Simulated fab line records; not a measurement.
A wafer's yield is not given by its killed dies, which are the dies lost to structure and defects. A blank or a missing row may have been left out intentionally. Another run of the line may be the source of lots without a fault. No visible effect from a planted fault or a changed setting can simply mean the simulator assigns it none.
fab line records    flow n5Finfet
record lots=24  wafers=72  lastDay=18
route steps=1938 shown BEOL_M12@1650 BEOL_M13@1689
lots untouched by any fault: they come from a run of this same line in which no faults occurred
startH: start of the lot's first displayed wafer, in hours after the record's first day    waitH: time in hours since the lot's previous step    " unchanged from the row above    L1.1+2: a row that stands for several wafers    - no value, or no start was given    * or withheld: withheld    < > ~ a bound
route shown NAME@n: names a module that has steps shown in the file, with the first one's number in the route    usual: mean/standard deviation of fault-free wafers    same: alike in all rows    chamber/n: place in a boat    sites: readings site by site    _std_site: the values' standard deviation    _edge_site: the outer-site mean with the inner-site mean subtracted    radiusMm: how far each site lies from the wafer's centre    mask NAME#n: copy n    behind: the most recent tool/chamber to have shaped the wafer    hold: what put the lot on hold/how long, in hours/how the hold closed    device: transistor that didn't switch, given as n, p or np    end of line: the same wafers' tests at the end of the route    where a step has no rows: the recipe by itself    killed: dies lost to structure and defects at the first sort, not the wafer's yield    map: shows each die of a wafer: x if killed, . if not, _ if none is there
set.NAME: the setting that was run; set.NAME@STEP: the one run at that earlier step    model.NAME: the simulator's own value behind a step, which no gauge read
the route's steps for a sample of lots (tables are steps, rows are wafers)
services: a tool's chamber out of use, with start hour (startH, from the record's first day; less than 0 if before it), hours out, and reason
## steps
# step N5_BEOL_M12_SPUTTER_45
# recipe material=Cu  targetThkA=800  tempC=-20  biasV=60  powerW=26000  chamberPressurePa=0.13  timeS=13.33
# usual throttleValvePct=30.2/0.78
lot.wafer  tool           chamber  startH  waitH  throttleValvePct
L076.2     pvdSputter-03  -        240.95  0.0    30.1
L076.3     "              -        "       "      30.7
L076.4     "              -        "       "      31.7
L075.3     pvdSputter-02  -        246.81  0.0    29.8
L075.4     "              -        "       "      29.9
L075.5     "              -        "       "      29.9
L074.4     pvdSputter-03  -        247.39  0.0    31.1
L074.5     "              -        "       "      30.2
L074.6     "              -        "       "      31.0
L077.3     pvdSputter-03  -        251.64  0.0    30.9
L077.4     "              -        "       "      30.0
L077.5     "              -        "       "      30.2
L078.1     pvdSputter-03  -        264.79  0.0    29.1
L078.2     "              -        "       "      31.0
L078.4     "              -        "       "      31.6
L080.1     pvdSputter-03  -        265.11  0.0    30.8
L080.2     "              -        "       "      29.2
L080.5     "              -        "       "      30.0
L079.1     pvdSputter-02  -        267.54  0.0    30.0
L079.3     "              -        "       "      30.5
L079.4     "              -        "       "      29.8
L081.2     pvdSputter-03  -        279.76  0.0    29.9
L081.3     "              -        "       "      31.7
L081.6     "              -        "       "      31.1
L083.3     pvdSputter-03  -        298.71  0.0    30.9
L083.5     "              -        "       "      29.1
L083.6     "              -        "       "      31.1
L084.3     pvdSputter-01  -        298.92  0.0    29.1
L084.4     "              -        "       "      28.7
L084.6     "              -        "       "      28.8
L082.1     pvdSputter-03  -        299.07  0.0    31.7
L082.4     "              -        "       "      29.1
L082.5     "              -        "       "      30.2
L085.1     pvdSputter-01  -        308.43  0.0    28.9
L085.3     "              -        "       "      30.0
L085.5     "              -        "       "      30.7
L086.1     pvdSputter-02  -        331.61  0.0    29.8
L086.2     "              -        "       "      30.1
L086.6     "              -        "       "      29.9
L087.1     pvdSputter-01  -        331.83  0.0    28.3
L087.5     "              -        "       "      30.1
L087.6     "              -        "       "      30.5
L089.3     pvdSputter-02  -        349.27  0.0    30.3
L089.5     "              -        "       "      30.0
L089.6     "              -        "       "      29.8
L088.1     pvdSputter-02  -        349.63  0.0    30.2
L088.2     "              -        "       "      29.6
L088.5     "              -        "       "      30.1
L093.1     pvdSputter-02  -        358.01  0.0    29.8
L093.2     "              -        "       "      30.2
L093.6     "              -        "       "      29.7
L090.1     pvdSputter-02  -        358.79  0.0    30.1
L090.4     "              -        "       "      29.9
L090.5     "              -        "       "      29.8
L091.2     pvdSputter-03  -        363.60  0.0    29.1
L091.3     "              -        "       "      30.9
L091.5     "              -        "       "      29.2
L092.1     pvdSputter-01  -        366.33  0.0    30.0
L092.4     "              -        "       "      28.5
L092.6     "              -        "       "      30.4
L094.3     pvdSputter-03  -        372.46  0.0    31.7
L094.4     "              -        "       "      31.1
L094.6     "              -        "       "      29.3
L095.1     pvdSputter-02  -        373.59  0.0    29.7
L095.5     "              -        "       "      29.6
L095.6     "              -        "       "      30.4
L097.3     pvdSputter-03  -        392.71  0.0    29.1
L097.4     "              -        "       "      31.0
L097.6     "              -        "       "      30.1
L096.1     pvdSputter-03  -        393.99  0.0    30.8
L096.2     "              -        "       "      29.3
L096.4     "              -        "       "      30.1
# step N5_BEOL_M13_CD_MEAS_28
# recipe targetCdNm=209.5  landingEnergyEv=500  detector=seInlens
# usual cdNm=209.9/1.5
lot.wafer  tool      chamber  startH  waitH  cdNm
L076.2     cdSem-02  0        243.64  -      206.4
L076.3     "         0        "       "      208.7
L076.4     "         0        "       "      206.2
L075.3     cdSem-02  0        249.42  -      209.8
L075.4     "         0        "       "      206.1
L075.5     "         0        "       "      208.2
L074.4     cdSem-03  0        250.18  -      208.3
L074.5     "         0        "       "      210.3
L074.6     "         0        "       "      212.2
L077.3     cdSem-01  0        254.34  -      209.4
L077.4     "         0        "       "      209.7
L077.5     "         0        "       "      209.1
L078.1     cdSem-03  0        271.61  -      208.5
L078.2     "         0        "       "      207.5
L078.4     "         0        "       "      210.7
L080.1     cdSem-01  0        271.98  -      210.3
L080.2     "         0        "       "      210.9
L080.5     "         0        "       "      209.5
L079.1     cdSem-02  0        274.21  -      209.0
L079.3     "         0        "       "      212.9
L079.4     "         0        "       "      211.1
L081.2     cdSem-02  0        285.73  -      209.2
L081.3     "         0        "       "      210.1
L081.6     "         0        "       "      209.4
L083.3     cdSem-02  0        301.68  -      211.0
L083.5     "         0        "       "      211.6
L083.6     "         0        "       "      208.5
L084.3     cdSem-03  0        301.92  -      210.5
L084.4     "         0        "       "      210.2
L084.6     "         0        "       "      209.2
L082.1     cdSem-03  0        302.43  -      211.7
L082.4     "         0        "       "      210.8
L082.5     "         0        "       "      209.1
L085.1     cdSem-03  0        314.36  -      208.3
L085.3     "         0        "       "      210.9
L085.5     "         0        "       "      210.7
L086.1     cdSem-03  0        334.18  -      209.7
L086.2     "         0        "       "      207.9
L086.6     "         0        "       "      210.8
L087.1     cdSem-03  0        334.57  -      209.4
L087.5     "         0        "       "      209.4
L087.6     "         0        "       "      211.5
L089.3     cdSem-03  0        351.84  -      211.4
L089.5     "         0        "       "      208.3
L089.6     "         0        "       "      210.6
L088.1     cdSem-01  0        352.41  -      208.7
L088.2     "         0        "       "      213.1
L088.5     "         0        "       "      211.3
L093.1     cdSem-03  0        360.74  -      207.6
L093.2     "         0        "       "      207.8
L093.6     "         0        "       "      208.6
L090.1     cdSem-01  0        361.74  -      210.2
L090.4     "         0        "       "      210.8
L090.5     "         0        "       "      210.1
L091.2     cdSem-01  0        366.65  -      210.1
L091.3     "         0        "       "      209.7
L091.5     "         0        "       "      211.9
L092.1     cdSem-01  0        368.83  -      209.3
L092.4     "         0        "       "      208.1
L092.6     "         0        "       "      207.7
L094.3     cdSem-01  0        375.05  -      213.0
L094.4     "         0        "       "      212.1
L094.6     "         0        "       "      211.0
L095.1     cdSem-03  0        376.23  -      212.1
L095.5     "         0        "       "      213.2
L095.6     "         0        "       "      211.6
L097.3     cdSem-01  0        395.63  -      207.9
L097.4     "         0        "       "      208.6
L097.6     "         0        "       "      211.3
L096.1     cdSem-01  0        396.87  -      209.6
L096.2     "         0        "       "      209.6
L096.4     "         0        "       "      212.0
# step N5_BEOL_M13_ETCH_67
# recipe chemistry=CF4  target=SiARC  targetDepthA=1430  timeS=238.3  ionEnergyEv=80  pressureMtorr=40  sourceW=545  biasW=36  Ar_flow_sccm=100  cf4FlowSccm=100  ends=cleared
# usual drypumpMotorCurrentA=5.8/0.56  etchRfOnTimeS=238/8.9  oesProductAu=0.66/0.088  rfVppV=184.2/1.3  showerheadPlenumPTorr=2.16/0.075  throttleValvePct=15.55/0.22
lot.wafer  tool        chamber  startH  waitH  drypumpMotorCurrentA  etchRfOnTimeS  oesProductAu  rfHoursCounterH  rfVppV  showerheadPlenumPTorr  throttleValvePct
L076.2     rieDiel-02  3        243.84  0.0    6.4                   256            0.58          208              183.5   2.13                   15.73
L076.3     "           1        "       "      5.1                   240            0.59          244              184.4   2.20                   15.56
L076.4     "           0        "       "      6.4                   224            0.81          27               185.6   2.19                   15.30
L075.3     rieDiel-02  3        249.57  0.0    6.4                   252            0.59          210              184.1   2.13                   15.72
L075.4     "           1        "       "      5.1                   236            0.59          246              185.8   2.20                   15.56
L075.5     "           2        "       "      6.3                   228            0.63          -                183.7   2.04                   15.63
L074.4     rieDiel-02  1        250.30  0.0    5.1                   236            0.59          246              184.8   2.20                   15.56
L074.5     "           0        "       "      6.4                   221            0.81          -                185.8   2.19                   15.30
L074.6     "           3        "       "      6.5                   253            0.59          -                184.8   2.13                   15.73
L077.3     rieDiel-04  2        254.46  0.0    4.9                   241            0.61          224              183.4   2.20                   15.70
L077.4     "           1        "       "      6.2                   245            0.59          -                184.1   2.22                   15.53
L077.5     "           2        "       "      4.9                   239            0.61          -                184.7   2.20                   15.71
L078.1     rieDiel-02  3        271.73  0.0    6.4                   253            0.58          216              182.1   2.12                   15.73
L078.2     "           0        "       "      6.4                   222            0.79          35               184.2   2.19                   15.31
L078.4     "           2        "       "      6.4                   232            0.61          -                183.5   2.04                   15.64
L080.1     rieDiel-04  3        272.11  0.0    5.9                   235            0.84          3                186.9   2.29                   15.34
L080.2     "           2        "       "      4.9                   234            0.61          230              184.3   2.20                   15.71
L080.5     "           1        "       "      6.2                   240            0.59          -                184.6   2.22                   15.53
L079.1     rieDiel-02  0        274.34  0.0    6.4                   220            0.80          36               184.5   2.19                   15.30
L079.3     "           3        "       "      6.5                   256            0.57          217              184.4   2.12                   15.74
L079.4     "           2        "       "      6.4                   231            0.62          -                182.2   2.04                   15.65
L081.2     rieDiel-04  1        285.85  0.0    6.3                   241            0.59          232              184.3   2.21                   15.54
L081.3     "           0        "       "      5.3                   240            0.63          185              184.4   2.20                   15.68
L081.6     "           0        "       "      5.3                   241            0.62          -                185.9   2.20                   15.69
L083.3     rieDiel-02  1        301.80  0.0    5.1                   233            0.83          3                184.6   2.20                   15.02
L083.5     "           1        "       "      5.0                   233            0.83          -                184.3   2.20                   15.03
L083.6     "           2        "       "      6.3                   235            0.60          -                182.2   2.03                   15.66
L084.3     rieDiel-04  0        302.04  0.0    5.3                   245            0.61          190              184.2   2.20                   15.69
L084.4     "           1        "       "      6.3                   242            0.60          236              184.5   2.21                   15.54
L084.6     "           1        "       "      6.3                   242            0.58          -                185.1   2.21                   15.55
L082.1     rieDiel-02  3        302.55  0.0    6.5                   256            0.57          226              183.9   2.12                   15.76
L082.4     "           0        "       "      6.4                   221            0.79          45               184.4   2.18                   15.34
L082.5     "           2        "       "      6.3                   231            0.60          -                182.2   2.03                   15.64
L085.1     rieDiel-06  1        314.49  0.0    5.4                   244            0.67          97               185.0   2.15                   15.27
L085.3     "           2        "       "      6.2                   236            0.71          68               184.6   2.09                   15.72
L085.5     "           0        "       "      5.9                   242            0.59          -                184.1   2.19                   15.91
L086.1     rieDiel-06  3        334.30  0.0    5.2                   236            0.60          209              181.3   2.03                   15.60
L086.2     "           2        "       "      6.2                   233            0.71          73               181.8   2.08                   15.74
L086.6     "           1        "       "      5.4                   242            0.66          -                185.2   2.15                   15.27
L087.1     rieDiel-02  3        334.70  0.0    6.4                   255            0.56          236              185.1   2.12                   15.77
L087.5     "           2        "       "      6.3                   235            0.60          -                182.2   2.03                   15.69
L087.6     "           1        "       "      5.0                   232            0.80          -                185.2   2.19                   15.06
L089.3     rieDiel-04  1        351.96  0.0    6.3                   247            0.58          250              185.0   2.21                   15.58
L089.5     "           3        "       "      5.9                   242            0.77          -                186.0   2.28                   15.40
L089.6     "           1        "       "      6.3                   249            0.57          -                184.5   2.21                   15.57
L088.1     rieDiel-06  2        352.58  0.0    6.2                   232            0.71          80               181.8   2.08                   15.74
L088.2     "           1        "       "      5.4                   237            0.66          109              185.6   2.15                   15.29
L088.5     "           1        "       "      5.4                   234            0.66          -                183.9   2.15                   15.29
L093.1     rieDiel-02  2        361.09  0.0    6.3                   236            0.59          240              182.0   2.03                   15.71
L093.2     "           3        "       "      6.4                   255            0.56          244              185.1   2.12                   15.79
L093.6     "           1        "       "      5.1                   229            0.79          -                183.2   2.19                   15.05
L090.1     rieDiel-02  1        361.86  0.0    5.0                   231            0.78          22               183.0   2.19                   15.06
L090.4     "           3        "       "      6.5                   258            0.56          244              184.1   2.12                   15.82
L090.5     "           0        "       "      6.4                   226            0.75          -                184.8   2.18                   15.36
L091.2     rieDiel-06  3        366.80  0.0    5.2                   238            0.59          222              185.1   2.02                   15.62
L091.3     "           1        "       "      5.4                   242            0.65          115              184.0   2.15                   15.29
L091.5     "           3        "       "      5.2                   240            0.59          -                182.2   2.02                   15.63
L092.1     rieDiel-04  0        368.96  0.0    5.3                   243            0.60          213              185.4   2.19                   15.75
L092.4     "           1        "       "      6.3                   241            0.58          -                184.9   2.20                   15.60
L092.6     "           3        "       "      5.9                   238            0.77          -                185.6   2.28                   15.41
L094.3     rieDiel-06  3        375.17  0.0    5.2                   237            0.59          224              183.4   2.02                   15.64
L094.4     "           0        "       "      5.9                   238            0.58          244              183.5   2.19                   15.93
L094.6     "           3        "       "      5.2                   235            0.59          -                184.0   2.02                   15.62
L095.1     rieDiel-04  2        376.42  0.0    4.8                   242            0.82          1                183.0   2.19                   15.30
L095.5     "           2        "       "      4.9                   240            0.81          -                185.6   2.19                   15.30
L095.6     "           0        "       "      5.3                   246            0.60          -                185.8   2.19                   15.74
L097.3     rieDiel-04  0        395.75  0.0    5.3                   245            0.59          226              184.4   2.19                   15.76
L097.4     "           2        "       "      4.9                   236            0.78          -                184.5   2.19                   15.32
L097.6     "           3        "       "      5.9                   236            0.75          -                186.1   2.28                   15.43
L096.1     rieDiel-04  2        396.99  0.0    4.9                   236            0.78          11               183.6   2.19                   15.32
L096.2     "           3        "       "      5.9                   237            0.74          46               185.1   2.28                   15.42
L096.4     "           0        "       "      5.4                   245            0.59          -                184.5   2.19                   15.76
# step N5_BEOL_M13_OCD_MEAS_35
# usual trenchDepthNm=412/9.3
lot.wafer  tool    chamber  startH  waitH  trenchDepthNm
L076.2     ocd-02  -        244.39  0.0    400
L076.3     "       -        "       "      410
L076.4     "       -        "       "      417
L075.3     ocd-02  -        250.11  0.0    403
L075.4     "       -        "       "      412
L075.5     "       -        "       "      428
L074.4     ocd-02  -        250.85  0.0    406
L074.5     "       -        "       "      414
L074.6     "       -        "       "      399
L077.3     ocd-01  -        255.01  0.0    401
L077.4     "       -        "       "      397
L077.5     "       -        "       "      401
L078.1     ocd-02  -        272.28  0.0    403
L078.2     "       -        "       "      419
L078.4     "       -        "       "      424
L080.1     ocd-01  -        272.65  0.0    426
L080.2     "       -        "       "      407
L080.5     "       -        "       "      399
L079.1     ocd-01  -        274.88  0.0    417
L079.3     "       -        "       "      402
L079.4     "       -        "       "      423
L081.2     ocd-01  -        286.40  0.0    406
L081.3     "       -        "       "      415
L081.6     "       -        "       "      415
L083.3     ocd-01  -        302.34  0.0    426
L083.5     "       -        "       "      424
L083.6     "       -        "       "      423
L084.3     ocd-02  -        302.59  0.0    408
L084.4     "       -        "       "      400
L084.6     "       -        "       "      401
L082.1     ocd-01  -        303.09  0.0    406
L082.4     "       -        "       "      415
L082.5     "       -        "       "      429
L085.1     ocd-02  -        315.03  0.0    419
L085.3     "       -        "       "      421
L085.5     "       -        "       "      410
L086.1     ocd-02  -        334.84  0.0    414
L086.2     "       -        "       "      415
L086.6     "       -        "       "      418
L087.1     ocd-01  -        335.24  0.0    397
L087.5     "       -        "       "      415
L087.6     "       -        "       "      422
L089.3     ocd-01  -        352.51  0.0    397
L089.5     "       -        "       "      426
L089.6     "       -        "       "      394
L088.1     ocd-01  -        353.12  0.0    415
L088.2     "       -        "       "      419
L088.5     "       -        "       "      421
L093.1     ocd-02  -        361.63  0.0    417
L093.2     "       -        "       "      399
L093.6     "       -        "       "      425
L090.1     ocd-02  -        362.40  0.0    424
L090.4     "       -        "       "      392
L090.5     "       -        "       "      408
L091.2     ocd-02  -        367.35  0.0    402
L091.3     "       -        "       "      420
L091.5     "       -        "       "      405
L092.1     ocd-01  -        369.50  0.0    406
L092.4     "       -        "       "      395
L092.6     "       -        "       "      417
L094.3     ocd-01  -        375.72  0.0    410
L094.4     "       -        "       "      409
L094.6     "       -        "       "      405
L095.1     ocd-02  -        376.96  0.0    400
L095.5     "       -        "       "      403
L095.6     "       -        "       "      409
L097.3     ocd-01  -        396.29  0.0    411
L097.4     "       -        "       "      405
L097.6     "       -        "       "      426
L096.1     ocd-02  -        397.53  0.0    403
L096.2     "       -        "       "      419
L096.4     "       -        "       "      406
# step N5_BEOL_M13_ANNEAL_48
# recipe tempC=225  timeS=90  ambient=N2
# usual wafer_temp_C_max=226.32/0.27
lot.wafer  tool          chamber  startH  waitH  wafer_temp_C_max
L076.2     rtpAnneal-02  0        247.62  0.2    226.54
L076.3     "             0        "       "      225.88
L076.4     "             0        "       "      225.92
L075.3     rtpAnneal-02  0        251.35  0.2    226.22
L075.4     "             0        "       "      226.77
L075.5     "             0        "       "      226.09
L074.4     rtpAnneal-02  0        252.92  0.2    226.23
L074.5     "             0        "       "      226.10
L074.6     "             0        "       "      226.39
L077.3     rtpAnneal-02  0        257.10  0.2    226.02
L077.4     "             0        "       "      226.15
L077.5     "             0        "       "      226.63
L080.1     rtpAnneal-01  0        278.81  4.5    226.79
L080.2     "             0        "       "      226.18
L080.5     "             0        "       "      226.09
L078.1     rtpAnneal-01  0        279.26  4.8    226.46
L078.2     "             0        "       "      227.12
L078.4     "             0        "       "      225.99
L079.1     rtpAnneal-01  0        281.12  4.7    226.40
L079.3     "             0        "       "      225.92
L079.4     "             0        "       "      225.82
L081.2     rtpAnneal-01  0        292.54  2.4    226.58
L081.3     "             0        "       "      226.21
L081.6     "             0        "       "      226.69
L083.3     rtpAnneal-01  0        306.02  0.9    225.85
L083.5     "             0        "       "      226.15
L083.6     "             0        "       "      226.59
L084.3     rtpAnneal-01  0        311.20  3.2    226.51
L084.4     "             0        "       "      226.63
L084.6     "             0        "       "      226.69
L082.1     rtpAnneal-01  0        311.65  3.5    226.65
L082.4     "             0        "       "      226.44
L082.5     "             0        "       "      226.33
L085.1     rtpAnneal-02  0        319.51  0.1    226.43
L085.3     "             0        "       "      226.33
L085.5     "             0        "       "      226.63
L086.1     rtpAnneal-02  0        337.44  0.1    226.29
L086.2     "             0        "       "      226.60
L086.6     "             0        "       "      226.23
L087.1     rtpAnneal-01  0        337.55  0.1    226.39
L087.5     "             0        "       "      226.14
L087.6     "             0        "       "      226.36
L089.3     rtpAnneal-01  0        353.84  0.2    226.25
L089.5     "             0        "       "      226.43
L089.6     "             0        "       "      226.46
L088.1     rtpAnneal-02  0        354.65  0.1    226.20
L088.2     "             0        "       "      226.73
L088.5     "             0        "       "      226.45
L093.1     rtpAnneal-02  0        363.33  0.1    226.21
L093.2     "             0        "       "      226.08
L093.6     "             0        "       "      226.30
L090.1     rtpAnneal-01  0        367.34  0.2    226.67
L090.4     "             0        "       "      226.32
L090.5     "             0        "       "      226.59
L091.2     rtpAnneal-02  0        369.16  0.9    225.99
L091.3     "             0        "       "      226.52
L091.5     "             0        "       "      226.32
L092.1     rtpAnneal-02  0        373.35  0.1    226.51
L092.4     "             0        "       "      226.12
L092.6     "             0        "       "      226.88
L094.3     rtpAnneal-01  0        376.74  0.2    226.30
L094.4     "             0        "       "      226.69
L094.6     "             0        "       "      226.44
L095.1     rtpAnneal-01  0        381.88  0.3    226.29
L095.5     "             0        "       "      226.11
L095.6     "             0        "       "      226.20
L097.3     rtpAnneal-02  0        403.89  1.1    226.43
L097.4     "             0        "       "      226.08
L097.6     "             0        "       "      226.11
L096.1     rtpAnneal-01  0        404.00  0.9    226.32
L096.2     "             0        "       "      226.16
L096.4     "             0        "       "      226.07
# step N5_BEOL_M13_INSPECT_55
# recipe inspectInstrument=darkfield  mode=postDep
# usual rawDefectCount=65/23
lot.wafer  tool              chamber  startH  waitH  rawDefectCount
L076.2     defectInspect-02  -        248.33  0.0    34
L076.3     "                 -        "       "      38
L076.4     "                 -        "       "      57
L075.3     defectInspect-01  -        252.01  0.0    39
L075.4     "                 -        "       "      49
L075.5     "                 -        "       "      149
L074.4     defectInspect-02  -        253.54  0.0    44
L074.5     "                 -        "       "      76
L074.6     "                 -        "       "      78
L077.3     defectInspect-01  -        257.78  0.0    44
L077.4     "                 -        "       "      37
L077.5     "                 -        "       "      57
L080.1     defectInspect-02  -        279.56  0.0    46
L080.2     "                 -        "       "      63
L080.5     "                 -        "       "      61
L078.1     defectInspect-02  -        280.04  0.0    53
L078.2     "                 -        "       "      49
L078.4     "                 -        "       "      27
L079.1     defectInspect-01  -        281.88  0.0    79
L079.3     "                 -        "       "      65
L079.4     "                 -        "       "      81
L081.2     defectInspect-01  -        293.24  0.0    70
L081.3     "                 -        "       "      40
L081.6     "                 -        "       "      35
L083.3     defectInspect-01  -        306.71  0.0    46
L083.5     "                 -        "       "      43
L083.6     "                 -        "       "      85
L084.3     defectInspect-02  -        312.51  0.0    69
L084.4     "                 -        "       "      59
L084.6     "                 -        "       "      48
L082.1     defectInspect-02  -        312.51  0.0    109
L082.4     "                 -        "       "      98
L082.5     "                 -        "       "      118
L085.1     defectInspect-01  -        320.51  0.0    86
L085.3     "                 -        "       "      63
L085.5     "                 -        "       "      74
L086.1     defectInspect-01  -        338.19  0.0    35
L086.2     "                 -        "       "      54
L086.6     "                 -        "       "      44
L087.1     defectInspect-01  -        338.30  0.0    53
L087.5     "                 -        "       "      75
L087.6     "                 -        "       "      52
L089.3     defectInspect-02  -        354.50  0.0    78
L089.5     "                 -        "       "      89
L089.6     "                 -        "       "      66
L088.1     defectInspect-02  -        355.43  0.0    45
L088.2     "                 -        "       "      90
L088.5     "                 -        "       "      60
L093.1     defectInspect-01  -        364.10  0.0    66
L093.2     "                 -        "       "      60
L093.6     "                 -        "       "      80
L090.1     defectInspect-02  -        368.08  0.0    39
L090.4     "                 -        "       "      107
L090.5     "                 -        "       "      93
L091.2     defectInspect-02  -        369.86  0.0    87
L091.3     "                 -        "       "      85
L091.5     "                 -        "       "      53
L092.1     defectInspect-02  -        374.09  0.0    95
L092.4     "                 -        "       "      53
L092.6     "                 -        "       "      95
L094.3     defectInspect-01  -        377.40  0.0    90
L094.4     "                 -        "       "      72
L094.6     "                 -        "       "      35
L095.1     defectInspect-02  -        382.64  0.0    58
L095.5     "                 -        "       "      57
L095.6     "                 -        "       "      86
L097.3     defectInspect-02  -        404.55  0.0    52
L097.4     "                 -        "       "      79
L097.6     "                 -        "       "      57
L096.1     defectInspect-02  -        404.93  0.0    72
L096.2     "                 -        "       "      69
L096.4     "                 -        "       "      42
## services
tool           chamber  startH  hours  kind
rieDiel-02     1        222.31  5.3    repair
pvdSputter-01  -        234.69  2.1    repair
rieDiel-04     3        237.79  -      clean
rieDiel-04     3        237.79  -      consumableReplace:focusRing
rieDiel-04     3        237.79  -      consumableReplace:showerhead
rieDiel-04     3        237.79  23.2   scheduledDown
rieDiel-04     3        237.79  23.2   ventCycle
pvdSputter-01  -        256.70  7.0    repair
rtpAnneal-02   -        260.06  51.6   pm
rieDiel-02     1        267.30  -      clean
rieDiel-02     1        267.30  -      consumableReplace:esc
rieDiel-02     1        267.30  -      consumableReplace:focusRing
rieDiel-02     1        267.30  22.7   scheduledDown
rieDiel-02     1        267.30  22.7   ventCycle
pvdSputter-01  -        340.25  1.8    repair
rieDiel-02     3        379.85  -      clean
rieDiel-02     3        379.85  -      consumableReplace:focusRing
rieDiel-02     3        379.85  18.0   scheduledDown
rieDiel-02     3        379.85  18.0   ventCycle
rieDiel-02     2        397.98  -      clean
rieDiel-02     2        397.98  -      consumableReplace:focusRing
rieDiel-02     2        397.98  -      consumableReplace:showerhead
rieDiel-02     2        397.98  19.7   scheduledDown
rieDiel-02     2        397.98  19.7   ventCycle
## key
fault none
